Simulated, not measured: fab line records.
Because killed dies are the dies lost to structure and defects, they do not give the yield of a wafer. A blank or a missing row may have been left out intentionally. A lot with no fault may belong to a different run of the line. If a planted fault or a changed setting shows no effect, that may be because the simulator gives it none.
fab line records	flow n5Finfet
record lots=24	wafers=72	lastDay=18
route steps=1938 shown BEOL_M5@1193 BEOL_M6@1196 BEOL_M7@1278
lots that met no fault: from a run of the same line without faults
startH: start of the lot's first displayed wafer, in hours after the record's first day	waitH: hours from the lot's prior step to this one	" identical to the entry in the row above	L1.1+2: one row covering several wafers at once	- value missing, or start not given	* or withheld: withheld	< > ~ a bound
route shown NAME@n: names a module that has steps shown in the file, with the first one's number in the route	usual: average and standard deviation across the fault-free wafers	same: alike in all rows	chamber/n: place in a boat	sites: the reading at each site	_std_site: the values' standard deviation	_edge_site: the outer-site mean with the inner-site mean subtracted	radiusMm: for every site, how far away it sits from the centre of the wafer	mask NAME#n: copy n	behind: the tool/chamber that last shaped the wafer	hold: why the lot was held/for how many hours/how that ended	device: which transistor (n, p or np) failed to switch	end of line: the same wafers' tests at the end of the route	a step without rows: its recipe alone	killed: the dies lost at the first sort to structure and to defects; this is not the yield of the wafer	map: shows each die of a wafer: x if killed, . if not, _ if none is there
set.NAME: setting as actually run; set.NAME@STEP: the setting as run at that earlier step	model.NAME: the simulator's own value behind a step, which no gauge read
a sample of lots followed through the steps of the route, with each step as a table and each wafer as a row
services: a tool's chamber out of use, with start hour (startH, from the record's first day; less than 0 if before it), hours out, and reason
## steps
# step N5_BEOL_M5_INSPECT_58
# recipe inspectInstrument=darkfield	mode=postDep
# usual rawDefectCount=73/23
lot.wafer	tool	chamber	startH	waitH	rawDefectCount
L074.2	defectInspect-01	-	178.55	0.0	96
L074.3	"	-	"	"	64
L074.6	"	-	"	"	59
L075.1	defectInspect-01	-	180.28	0.3	75
L075.2	"	-	"	"	81
L075.3	"	-	"	"	69
L076.1	defectInspect-02	-	187.06	0.0	75
L076.3	"	-	"	"	54
L076.4	"	-	"	"	111
L077.2	defectInspect-01	-	187.41	0.0	55
L077.3	"	-	"	"	49
L077.4	"	-	"	"	76
L078.1	defectInspect-01	-	200.09	0.0	125
L078.2	"	-	"	"	63
L078.5	"	-	"	"	74
L080.1	defectInspect-01	-	204.80	0.0	55
L080.3	"	-	"	"	46
L080.5	"	-	"	"	81
L079.2	defectInspect-01	-	207.59	0.0	57
L079.4	"	-	"	"	35
L079.5	"	-	"	"	73
L081.2	defectInspect-01	-	209.32	0.0	36
L081.3	"	-	"	"	42
L081.6	"	-	"	"	61
L082.3	defectInspect-02	-	217.08	0.0	78
L082.4	"	-	"	"	76
L082.5	"	-	"	"	98
L083.3	defectInspect-01	-	234.19	0.0	129
L083.5	"	-	"	"	145
L083.6	"	-	"	"	60
L084.2	defectInspect-01	-	239.26	0.0	67
L084.5	"	-	"	"	77
L084.6	"	-	"	"	39
L086.1	defectInspect-01	-	239.53	0.0	67
L086.3	"	-	"	"	55
L086.5	"	-	"	"	72
L085.3	defectInspect-01	-	244.74	0.0	105
L085.4	"	-	"	"	63
L085.6	"	-	"	"	100
L087.2	defectInspect-02	-	253.16	0.0	123
L087.4	"	-	"	"	99
L087.5	"	-	"	"	85
L089.1	defectInspect-02	-	265.41	0.0	102
L089.5	"	-	"	"	97
L089.6	"	-	"	"	80
L088.1	defectInspect-02	-	265.76	0.0	81
L088.2	"	-	"	"	111
L088.4	"	-	"	"	55
L090.3	defectInspect-02	-	270.88	0.0	54
L090.5	"	-	"	"	51
L090.6	"	-	"	"	56
L091.1	defectInspect-02	-	271.08	0.0	105
L091.4	"	-	"	"	115
L091.5	"	-	"	"	122
L093.2	defectInspect-02	-	288.29	0.0	46
L093.3	"	-	"	"	78
L093.4	"	-	"	"	52
L092.4	defectInspect-01	-	294.87	0.0	56
L092.5	"	-	"	"	60
L092.6	"	-	"	"	68
L094.1	defectInspect-02	-	298.63	0.0	68
L094.4	"	-	"	"	83
L094.5	"	-	"	"	63
L095.2	defectInspect-02	-	314.44	0.0	114
L095.4	"	-	"	"	52
L095.6	"	-	"	"	65
L096.1	defectInspect-02	-	327.99	0.0	70
L096.5	"	-	"	"	62
L096.6	"	-	"	"	83
L097.1	defectInspect-01	-	328.22	0.0	44
L097.3	"	-	"	"	71
L097.5	"	-	"	"	54
# step N5_BEOL_M6_THK_MEAS_01
# recipe reads=SiCOH_lowk_of_BEOL_M6_ILD_DEP_00
# usual M6_ILD_THK=154.4/1.8
lot.wafer	tool	chamber	startH	waitH	M6_ILD_THK[nm]
L074.2	filmMetro-02	-	179.16	0.4	153.4
L074.3	"	-	"	"	154.4
L074.6	"	-	"	"	156.3
L075.1	filmMetro-02	-	180.95	0.4	152.9
L075.2	"	-	"	"	153.3
L075.3	"	-	"	"	154.2
L076.1	filmMetro-01	-	187.68	0.4	152.8
L076.3	"	-	"	"	150.7
L076.4	"	-	"	"	156.0
L077.2	filmMetro-02	-	188.03	0.4	154.0
L077.3	"	-	"	"	154.1
L077.4	"	-	"	"	156.5
L078.1	filmMetro-02	-	200.70	0.4	152.8
L078.2	"	-	"	"	151.3
L078.5	"	-	"	"	157.7
L080.1	filmMetro-02	-	205.41	0.4	155.2
L080.3	"	-	"	"	153.1
L080.5	"	-	"	"	156.3
L079.2	filmMetro-02	-	208.21	0.4	152.6
L079.4	"	-	"	"	153.6
L079.5	"	-	"	"	153.3
L081.2	filmMetro-02	-	210.72	0.7	154.0
L081.3	"	-	"	"	152.0
L081.6	"	-	"	"	155.2
L082.3	filmMetro-01	-	217.70	0.3	153.8
L082.4	"	-	"	"	156.7
L082.5	"	-	"	"	155.6
L083.3	filmMetro-01	-	234.81	0.3	151.3
L083.5	"	-	"	"	156.0
L083.6	"	-	"	"	154.6
L084.2	filmMetro-01	-	239.89	0.4	154.6
L084.5	"	-	"	"	155.4
L084.6	"	-	"	"	156.6
L086.1	filmMetro-01	-	240.17	0.4	152.8
L086.3	"	-	"	"	156.7
L086.5	"	-	"	"	155.4
L085.3	filmMetro-02	-	245.35	0.3	154.0
L085.4	"	-	"	"	157.5
L085.6	"	-	"	"	157.0
L087.2	filmMetro-01	-	253.77	0.4	150.9
L087.4	"	-	"	"	155.6
L087.5	"	-	"	"	154.8
L089.1	filmMetro-01	-	266.03	0.4	154.3
L089.5	"	-	"	"	156.9
L089.6	"	-	"	"	157.5
L088.1	filmMetro-02	-	266.38	0.4	152.0
L088.2	"	-	"	"	153.8
L088.4	"	-	"	"	156.0
L090.3	filmMetro-02	-	271.49	0.3	153.1
L090.5	"	-	"	"	156.2
L090.6	"	-	"	"	157.4
L091.1	filmMetro-02	-	271.72	0.4	151.0
L091.4	"	-	"	"	152.3
L091.5	"	-	"	"	156.7
L093.2	filmMetro-01	-	288.91	0.4	153.9
L093.3	"	-	"	"	155.2
L093.4	"	-	"	"	157.0
L092.4	filmMetro-01	-	295.49	0.2	155.4
L092.5	"	-	"	"	154.3
L092.6	"	-	"	"	157.4
L094.1	filmMetro-02	-	299.25	0.4	152.0
L094.4	"	-	"	"	155.5
L094.5	"	-	"	"	155.2
L095.2	filmMetro-01	-	315.05	0.4	153.5
L095.4	"	-	"	"	156.6
L095.6	"	-	"	"	154.0
L096.1	filmMetro-01	-	328.60	0.4	152.1
L096.5	"	-	"	"	156.3
L096.6	"	-	"	"	154.9
L097.1	filmMetro-02	-	328.83	0.4	151.8
L097.3	"	-	"	"	153.9
L097.5	"	-	"	"	154.6
# step N5_BEOL_M6_CD_MEAS_11
# recipe targetCdNm=38.5	landingEnergyEv=500	detector=seInlens	polarity=opening
# usual cdNm=38.6/0.48
lot.wafer	tool	chamber	startH	waitH	cdNm
L074.2	cdSem-03	0	181.35	-	37.9
L074.3	"	0	"	"	37.5
L074.6	"	0	"	"	37.5
L075.1	cdSem-01	0	181.80	-	38.7
L075.2	"	0	"	"	38.9
L075.3	"	0	"	"	39.1
L076.1	cdSem-03	0	188.61	-	38.8
L076.3	"	0	"	"	38.7
L076.4	"	0	"	"	39.1
L077.2	cdSem-03	0	188.78	-	38.4
L077.3	"	0	"	"	38.5
L077.4	"	0	"	"	38.0
L078.1	cdSem-03	0	202.56	-	38.9
L078.2	"	0	"	"	38.3
L078.5	"	0	"	"	38.7
L080.1	cdSem-02	0	207.55	-	38.4
L080.3	"	0	"	"	38.3
L080.5	"	0	"	"	38.5
L079.2	cdSem-01	0	209.22	-	39.0
L079.4	"	0	"	"	39.5
L079.5	"	0	"	"	38.3
L081.2	cdSem-02	0	212.83	-	38.0
L081.3	"	0	"	"	37.8
L081.6	"	0	"	"	38.8
L082.3	cdSem-01	0	218.83	-	39.1
L082.4	"	0	"	"	38.9
L082.5	"	0	"	"	38.8
L083.3	cdSem-02	0	237.89	-	38.1
L083.5	"	0	"	"	38.8
L083.6	"	0	"	"	38.6
L084.2	cdSem-01	0	243.56	-	38.5
L084.5	"	0	"	"	39.0
L084.6	"	0	"	"	38.1
L086.1	cdSem-03	0	243.72	-	38.9
L086.3	"	0	"	"	39.1
L086.5	"	0	"	"	38.7
L085.3	cdSem-03	0	247.16	-	38.6
L085.4	"	0	"	"	38.6
L085.6	"	0	"	"	38.3
L087.2	cdSem-01	0	255.30	-	39.0
L087.4	"	0	"	"	38.7
L087.5	"	0	"	"	39.3
L089.1	cdSem-02	0	268.94	-	38.5
L089.5	"	0	"	"	39.4
L089.6	"	0	"	"	39.0
L088.1	cdSem-02	0	269.27	-	38.1
L088.2	"	0	"	"	38.0
L088.4	"	0	"	"	38.1
L090.3	cdSem-01	0	273.23	-	39.4
L090.5	"	0	"	"	39.1
L090.6	"	0	"	"	38.7
L091.1	cdSem-03	0	273.27	-	38.9
L091.4	"	0	"	"	39.0
L091.5	"	0	"	"	38.8
L093.2	cdSem-02	0	289.65	-	39.2
L093.3	"	0	"	"	39.7
L093.4	"	0	"	"	38.7
L092.4	cdSem-02	0	297.11	-	38.4
L092.5	"	0	"	"	38.6
L092.6	"	0	"	"	38.4
L094.1	cdSem-03	0	301.43	-	38.4
L094.4	"	0	"	"	37.8
L094.5	"	0	"	"	38.2
L095.2	cdSem-02	0	317.66	-	39.0
L095.4	"	0	"	"	39.1
L095.6	"	0	"	"	39.3
L096.1	cdSem-02	0	331.46	-	38.7
L096.5	"	0	"	"	39.3
L096.6	"	0	"	"	39.1
L097.1	cdSem-02	0	331.63	-	38.8
L097.3	"	0	"	"	38.9
L097.5	"	0	"	"	38.4
# step N5_BEOL_M6_DEGAS_44
# recipe ambient=vacuum	tempC=250	timeS=60
# usual heaterPowerW=328/39
lot.wafer	tool	chamber	startH	waitH	heaterPowerW
L075.1	pvdSputter-03	-	187.35	0.4	306
L075.2	"	-	"	"	277
L075.3	"	-	"	"	361
L074.2	pvdSputter-03	-	187.43	0.4	362
L074.3	"	-	"	"	297
L074.6	"	-	"	"	361
L077.2	pvdSputter-02	-	191.17	0.3	357
L077.3	"	-	"	"	337
L077.4	"	-	"	"	332
L076.1	pvdSputter-03	-	191.43	0.3	277
L076.3	"	-	"	"	306
L076.4	"	-	"	"	365
L078.1	pvdSputter-01	-	206.87	2.2	352
L078.2	"	-	"	"	316
L078.5	"	-	"	"	277
L080.1	pvdSputter-01	-	209.69	0.3	316
L080.3	"	-	"	"	338
L080.5	"	-	"	"	275
L079.2	pvdSputter-03	-	212.97	1.3	365
L079.4	"	-	"	"	269
L079.5	"	-	"	"	297
L081.2	pvdSputter-03	-	215.01	0.5	357
L081.3	"	-	"	"	303
L081.6	"	-	"	"	358
L082.3	pvdSputter-01	-	221.12	0.5	272
L082.4	"	-	"	"	317
L082.5	"	-	"	"	334
L083.3	pvdSputter-01	-	243.89	0.2	275
L083.5	"	-	"	"	338
L083.6	"	-	"	"	327
L084.2	pvdSputter-02	-	246.76	0.9	367
L084.5	"	-	"	"	341
L084.6	"	-	"	"	333
L086.1	pvdSputter-01	-	246.83	0.7	274
L086.3	"	-	"	"	317
L086.5	"	-	"	"	280
L085.3	pvdSputter-03	-	250.42	1.3	297
L085.4	"	-	"	"	273
L085.6	"	-	"	"	273
L087.2	pvdSputter-01	-	259.80	0.4	346
L087.4	"	-	"	"	274
L087.5	"	-	"	"	278
L089.1	pvdSputter-01	-	272.41	1.6	343
L089.5	"	-	"	"	269
L089.6	"	-	"	"	332
L088.1	pvdSputter-01	-	272.49	1.5	334
L088.2	"	-	"	"	340
L088.4	"	-	"	"	277
L090.3	pvdSputter-03	-	275.63	0.3	293
L090.5	"	-	"	"	396
L090.6	"	-	"	"	368
L091.1	pvdSputter-01	-	275.68	0.4	333
L091.4	"	-	"	"	340
L091.5	"	-	"	"	279
L093.2	pvdSputter-03	-	291.74	0.3	400
L093.3	"	-	"	"	304
L093.4	"	-	"	"	371
L092.4	pvdSputter-03	-	299.95	0.8	361
L092.5	"	-	"	"	362
L092.6	"	-	"	"	396
L094.1	pvdSputter-03	-	306.45	0.5	268
L094.4	"	-	"	"	302
L094.5	"	-	"	"	360
L095.2	pvdSputter-01	-	321.65	0.8	338
L095.4	"	-	"	"	342
L095.6	"	-	"	"	285
L096.1	pvdSputter-01	-	335.76	0.6	337
L096.5	"	-	"	"	270
L096.6	"	-	"	"	330
L097.1	pvdSputter-02	-	336.65	1.3	349
L097.3	"	-	"	"	362
L097.5	"	-	"	"	336
# step N5_BEOL_M7_INSPECT_13
# recipe mode=adi	inspectInstrument=brightfield
# usual rawDefectCount=419/98
lot.wafer	tool	chamber	startH	waitH	rawDefectCount
L075.1	defectInspect-01	-	191.62	0.0	359
L075.2	"	-	"	"	353
L075.3	"	-	"	"	232
L074.2	defectInspect-02	-	191.98	0.0	440
L074.3	"	-	"	"	369
L074.6	"	-	"	"	379
L077.2	defectInspect-02	-	194.34	0.0	301
L077.3	"	-	"	"	304
L077.4	"	-	"	"	381
L076.1	defectInspect-02	-	194.55	0.0	695
L076.3	"	-	"	"	644
L076.4	"	-	"	"	523
L078.1	defectInspect-02	-	210.42	0.0	397
L078.2	"	-	"	"	526
L078.5	"	-	"	"	326
L080.1	defectInspect-02	-	214.68	0.0	429
L080.3	"	-	"	"	440
L080.5	"	-	"	"	348
L079.2	defectInspect-02	-	216.42	0.0	319
L079.4	"	-	"	"	412
L079.5	"	-	"	"	260
L081.2	defectInspect-02	-	218.77	0.0	296
L081.3	"	-	"	"	343
L081.6	"	-	"	"	523
L082.3	defectInspect-01	-	224.98	0.0	398
L082.4	"	-	"	"	673
L082.5	"	-	"	"	534
L083.3	defectInspect-01	-	247.65	0.0	531
L083.5	"	-	"	"	339
L083.6	"	-	"	"	419
L084.2	defectInspect-02	-	251.23	0.0	471
L084.5	"	-	"	"	558
L084.6	"	-	"	"	404
L086.1	defectInspect-01	-	251.40	0.0	398
L086.3	"	-	"	"	416
L086.5	"	-	"	"	239
L085.3	defectInspect-02	-	255.24	0.0	578
L085.4	"	-	"	"	735
L085.6	"	-	"	"	486
L087.2	defectInspect-02	-	263.07	0.0	380
L087.4	"	-	"	"	363
L087.5	"	-	"	"	324
L089.1	defectInspect-02	-	276.08	0.0	330
L089.5	"	-	"	"	302
L089.6	"	-	"	"	412
L088.1	defectInspect-02	-	276.25	0.0	517
L088.2	"	-	"	"	415
L088.4	"	-	"	"	439
L090.3	defectInspect-02	-	279.23	0.0	432
L090.5	"	-	"	"	363
L090.6	"	-	"	"	345
L091.1	defectInspect-02	-	279.26	0.0	372
L091.4	"	-	"	"	444
L091.5	"	-	"	"	465
L093.2	defectInspect-02	-	296.90	0.0	378
L093.3	"	-	"	"	359
L093.4	"	-	"	"	428
L092.4	defectInspect-02	-	305.61	0.0	439
L092.5	"	-	"	"	477
L092.6	"	-	"	"	526
L094.1	defectInspect-02	-	310.18	0.0	483
L094.4	"	-	"	"	536
L094.5	"	-	"	"	445
L095.2	defectInspect-01	-	327.77	0.0	366
L095.4	"	-	"	"	404
L095.6	"	-	"	"	372
L096.1	defectInspect-01	-	340.25	0.0	308
L096.5	"	-	"	"	287
L096.6	"	-	"	"	259
L097.1	defectInspect-01	-	341.20	0.0	374
L097.3	"	-	"	"	507
L097.5	"	-	"	"	447
# step N5_BEOL_M7_DESCUM_16
# recipe chemistry=O2	timeS=7.9	sourcePowerW=50	biasPowerW=20	pressureMtorr=20	rfFrequencyHz=2.712e+07	tempC=40	resist=CAR-ArF	o2FlowSccm=225
# usual drypumpMotorCurrentA=5.6/0.37	oesProductAu=0.77/0.077	rfVppV=243.1/1.3	showerheadPlenumPTorr=2.09/0.065	throttleValvePct=20.49/0.25
lot.wafer	tool	chamber	startH	waitH	drypumpMotorCurrentA	oesProductAu	rfHoursCounterH	rfVppV	showerheadPlenumPTorr	throttleValvePct
L075.1	rieDiel-06	2	191.66	0.0	5.9	0.71	205	244.8	2.16	20.52
L075.2	"	1	"	"	5.8	0.74	151	242.2	2.01	20.66
L075.3	"	0	"	"	5.7	0.69	245	246.3	2.14	20.31
L074.2	rieDiel-06	3	192.82	0.8	5.2	0.75	167	244.0	2.18	20.24
L074.3	"	0	"	"	5.7	0.69	245	245.3	2.14	20.31
L074.6	"	0	"	"	5.7	0.69	-	243.4	2.14	20.32
L077.2	rieDiel-05	1	194.50	0.2	5.5	0.71	190	241.2	2.00	20.59
L077.3	"	2	"	"	5.1	0.86	54	243.3	2.11	20.29
L077.4	"	3	"	"	5.6	0.82	90	242.1	2.03	20.22
L076.1	rieDiel-05	1	194.76	0.2	5.5	0.70	190	242.2	2.00	20.58
L076.3	"	0	"	"	6.0	0.71	198	243.3	2.16	20.85
L076.4	"	2	"	"	5.1	0.86	55	244.2	2.12	20.27
L078.1	rieDiel-06	3	210.46	0.0	5.2	0.75	172	245.1	2.18	20.23
L078.2	"	2	"	"	5.9	0.72	211	245.6	2.16	20.53
L078.5	"	2	"	"	6.0	0.70	-	243.9	2.16	20.54
L080.1	rieDiel-06	2	214.71	0.0	5.9	0.71	213	244.4	2.16	20.54
L080.3	"	1	"	"	5.8	0.73	160	241.3	2.01	20.70
L080.5	"	1	"	"	5.8	0.74	-	241.2	2.01	20.69
L079.2	rieDiel-05	1	216.45	0.0	5.5	0.70	196	241.4	1.99	20.59
L079.4	"	0	"	"	5.9	0.72	204	244.5	2.16	20.85
L079.5	"	3	"	"	5.7	0.82	-	242.1	2.03	20.22
L081.2	rieDiel-04	3	219.33	0.6	5.1	0.77	155	244.9	2.09	20.70
L081.3	"	1	"	"	5.9	0.67	243	244.1	2.14	20.50
L081.6	"	0	"	"	5.6	0.82	-	243.0	2.04	20.52
L082.3	rieDiel-05	0	225.02	0.0	6.0	0.71	207	244.5	2.16	20.87
L082.4	"	2	"	"	5.1	0.85	64	244.3	2.11	20.30
L082.5	"	1	"	"	5.5	0.70	-	240.3	1.99	20.59
L083.3	rieDiel-04	3	248.18	0.5	5.1	0.76	164	244.6	2.08	20.72
L083.5	"	0	"	"	5.6	0.80	-	242.5	2.04	20.56
L083.6	"	2	"	"	6.5	0.92	-	243.6	2.04	20.62
L084.2	rieDiel-05	0	251.70	0.5	5.9	0.70	216	243.7	2.15	20.88
L084.5	"	3	"	"	5.7	0.80	-	244.5	2.02	20.24
L084.6	"	1	"	"	5.5	0.70	-	240.9	1.99	20.61
L086.1	rieDiel-04	0	251.91	0.5	5.6	0.80	82	242.1	2.04	20.55
L086.3	"	3	"	"	5.1	0.75	166	242.9	2.08	20.74
L086.5	"	0	"	"	5.6	0.81	-	242.9	2.04	20.55
L085.3	rieDiel-05	1	255.27	0.0	5.6	0.70	209	242.1	1.99	20.61
L085.4	"	3	"	"	5.6	0.80	-	242.4	2.02	20.23
L085.6	"	0	"	"	6.0	0.70	-	243.7	2.15	20.87
L087.2	rieDiel-04	2	263.50	0.4	6.5	0.91	29	243.2	2.04	20.63
L087.4	"	3	"	"	5.1	0.76	-	242.3	2.08	20.73
L087.5	"	0	"	"	5.6	0.80	-	241.5	2.04	20.56
L089.1	rieDiel-05	2	276.11	0.0	5.1	0.84	75	244.5	2.11	20.33
L089.5	"	3	"	"	5.7	0.79	-	241.5	2.02	20.26
L089.6	"	0	"	"	6.0	0.69	-	244.1	2.15	20.87
L088.1	rieDiel-06	0	276.28	0.0	5.7	0.95	14	244.5	2.14	19.99
L088.2	"	2	"	"	5.9	0.69	232	243.0	2.15	20.56
L088.4	"	3	"	"	5.2	0.73	193	245.2	2.17	20.29
L090.3	rieDiel-04	3	279.32	0.1	5.1	0.75	176	243.2	2.08	20.74
L090.5	"	2	"	"	6.5	0.90	-	241.3	2.04	20.63
L090.6	"	1	"	"	5.9	0.98	-	243.9	2.13	20.08
L091.1	rieDiel-05	2	279.44	0.2	5.1	0.84	76	243.5	2.11	20.31
L091.4	"	3	"	"	5.7	0.80	118	241.1	2.02	20.26
L091.5	"	3	"	"	5.7	0.80	-	241.7	2.02	20.25
L093.2	rieDiel-06	2	297.06	0.2	5.9	0.68	239	244.8	2.15	20.58
L093.3	"	1	"	"	5.7	0.71	187	242.6	2.00	20.72
L093.4	"	0	"	"	5.7	0.92	22	244.6	2.13	20.00
L092.4	rieDiel-06	0	305.64	0.0	5.7	0.92	25	244.6	2.13	20.01
L092.5	"	3	"	"	5.2	0.72	-	244.5	2.16	20.30
L092.6	"	2	"	"	5.9	0.68	-	242.7	2.15	20.58
L094.1	rieDiel-05	0	310.21	0.0	5.9	0.69	236	243.9	2.15	20.90
L094.4	"	2	"	"	5.1	0.83	87	243.0	2.10	20.31
L094.5	"	2	"	"	5.1	0.82	-	243.5	2.10	20.32
L095.2	rieDiel-06	1	327.81	0.0	5.7	0.71	195	240.7	2.00	20.73
L095.4	"	3	"	"	5.2	0.72	211	244.0	2.16	20.30
L095.6	"	1	"	"	5.8	0.70	-	240.1	2.00	20.73
L096.1	rieDiel-05	2	340.29	0.0	5.1	0.81	95	242.5	2.10	20.33
L096.5	"	0	"	"	6.0	0.68	-	242.9	2.14	20.93
L096.6	"	3	"	"	5.6	0.78	-	241.9	2.01	20.27
L097.1	rieDiel-06	3	341.28	0.1	5.2	0.71	216	244.1	2.16	20.31
L097.3	"	1	"	"	5.8	0.69	201	242.0	2.00	20.76
L097.5	"	1	"	"	5.8	0.69	-	240.2	2.00	20.75
## services
tool	chamber	startH	hours	kind
rieDiel-06	1	175.19	8.7	repair
rieDiel-06	0	208.32	-	clean
rieDiel-06	0	208.32	-	consumableReplace:focusRing
rieDiel-06	0	208.32	17.7	scheduledDown
rieDiel-06	0	208.32	17.7	ventCycle
rieDiel-04	1	244.83	-	clean
rieDiel-04	1	244.83	-	consumableReplace:focusRing
rieDiel-04	1	244.83	22.6	scheduledDown
rieDiel-04	1	244.83	22.6	ventCycle
rieDiel-04	-	284.96	14.6	pm
rieDiel-06	2	331.19	-	clean
rieDiel-06	2	331.19	-	consumableReplace:focusRing
rieDiel-06	2	331.19	25.2	scheduledDown
rieDiel-06	2	331.19	25.2	ventCycle
rieDiel-04	1	335.55	41.2	repair
## key
fault none
